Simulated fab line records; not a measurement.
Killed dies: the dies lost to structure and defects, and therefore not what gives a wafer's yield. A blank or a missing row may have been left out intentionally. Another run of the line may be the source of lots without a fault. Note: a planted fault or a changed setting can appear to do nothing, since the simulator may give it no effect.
Which tool was responsible? ; flow n5 finfet ; 36 wafers from 12 lots sampled at 2 of the route's 1938 steps

## WHAT EACH GAUGE READ, for each wafer
N5_BEOL_M0_SAQP_OVL_MEAS_41.
lot;measured;on;M0_CUT1_OVL (nm)
L075;day 5 23:45;overlay-02;-0.7 -0.3 0.1
L077;day 6 11:08;overlay-01;0.9 -0.3 0.3
L079;day 7 00:44;overlay-02;-0.3 -1.1 0.0
L081;day 7 15:34;overlay-01;-0.5 -0.2 0.4
L083;day 8 01:05;overlay-02;-0.3 0.1 -0.4
L085;day 8 12:36;overlay-02;0.9 -0.6 0.1
L087;day 9 04:28;overlay-01;0.4 0.4 -0.2
L089;day 9 13:51;overlay-02;-0.4 -0.8 -0.4
L091;day 10 05:40;overlay-02;-0.6 -0.6 -0.1
L093;day 10 17:10;overlay-02;0.1 1.1 0.7
L095;day 10 20:40;overlay-02;-1.0 0.0 1.0
L097;day 11 17:36;overlay-02;0.2 0.3 0.1

## TOOL THAT RAN EACH LOT (tool first, then ch and the chambers of the sampled wafers, then the start)
lot;N5_BEOL_M0_SAQP_SPACER2_ALD_26
L075;ald sin-04 ch 0,1, day 5 22:40
L077;ald sin-01 ch 0,1,3, day 6 09:55
L079;ald sin-01 ch 0,1,3, day 6 23:31
L081;ald sin-02 ch 0,2, day 7 14:06
L083;ald sin-02 ch 1,2,3, day 7 23:49
L085;ald sin-01 ch 1,2,3, day 8 11:31
L087;ald sin-04 ch 0,2,3, day 9 03:23
L089;ald sin-01 ch 0,1,3, day 9 12:38
L091;ald sin-04 ch 1,2, day 10 04:31
L093;ald sin-01 ch 0,3, day 10 16:04
L095;ald sin-01 ch 2,3, day 10 19:34
L097;ald sin-01 ch 1,2,3, day 11 16:29
- N5_BEOL_M0_SAQP_SPACER2_ALD_26: deposits SiO2, target thk 15 nm, pulse time 1 s, purge time 2 s.

## THE ANSWER, worked out from the rows above alone
Rule: usual is defined by the lots themselves. Put in order of their means at a reading, lots are off if they are a third of the lots or fewer, leave a main group of 4 or more, and stand apart from it by a gap of 3 or more times the standard deviation of the main group's means; of several such gaps the widest counts. If all means in a main group match to the digits the tables above print for the reading, that group is not used. A lot without any number at a reading at which 4 lots or more have one is off too. Where the step has rows for the other lots, those lots are counted as sound.
No lot is off at any reading shown: from this, nothing can be told.

## WHAT WAS PUT IN BY THE SIMULATOR
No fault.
